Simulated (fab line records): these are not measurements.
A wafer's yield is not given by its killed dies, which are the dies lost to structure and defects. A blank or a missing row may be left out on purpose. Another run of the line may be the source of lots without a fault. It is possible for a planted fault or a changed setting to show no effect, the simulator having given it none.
Matching of chambers	flow nand harc	NHARC_A_CHANNEL_FILL_D1_ETCHBACK_20 on rie diel-03 has 3 sister chambers
The step etches the open film in C4F8/O2/Ar, target depth 27 nm, time 13.5 s. 14 wafers are shown with their chamber, then 4 later ones without.

## EACH WAFER AND ITS CHAMBER
wafer	chamber	rf vpp V (V)	oes product au (a.u.)
L122.2	1	969	1.00
L122.3	2	986	1.00
L122.4	3	970	0.98
L124.2	1	968	0.98
L124.3	2	983	1.01
L124.5	1	970	0.99
L127.1	2	985	1.01
L127.3	3	970	0.99
L127.5	2	984	1.00
L128.2	3	970	0.98
L128.3	1	968	0.98
L128.6	1	971	0.98
L131.1	2	984	0.99
L131.5	3	970	1.00

SIGNATURES (averages over the wafers above)
reading	chamber 1	chamber 2	chamber 3	scatter within a chamber
rf vpp V	969.20	984.40	970.00	1.04
oes product au	0.9860	1.0020	0.9875	0.00892
Rule: for a wafer and a chamber, the distance is found by dividing, reading by reading, the gap between the wafer's reading and the chamber's mean by the reading's scatter, squaring, summing and taking the root. If the next closest chamber is less than 2 further off than the closest, the wafer can't be placed; otherwise it belongs to the closest. The scatter is the square root of a quotient: the sum, over the shown wafers, of each reading's squared deviation from its chamber's mean, divided by wafers minus chambers.

## WAFERS WITHOUT THEIR CHAMBER
wafer	rf vpp V (V)	oes product au (a.u.)
L142.1	969	0.92
L142.2	972	0.92
L139.3	972	0.98
L139.5	970	0.98

## THE CHAMBER EACH PASSED THROUGH
wafer	from the rows above	in truth
L142.1	can't be placed: 1 or 3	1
L142.2	can't be placed: 3 or 1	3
L139.3	can't be placed: 3 or 1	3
L139.5	can't be placed: 3 or 1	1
0 of 4 placed correctly. Cannot be placed on the basis of these rows: 4; the candidates contain the true chamber in 4. 0 placed wrongly.
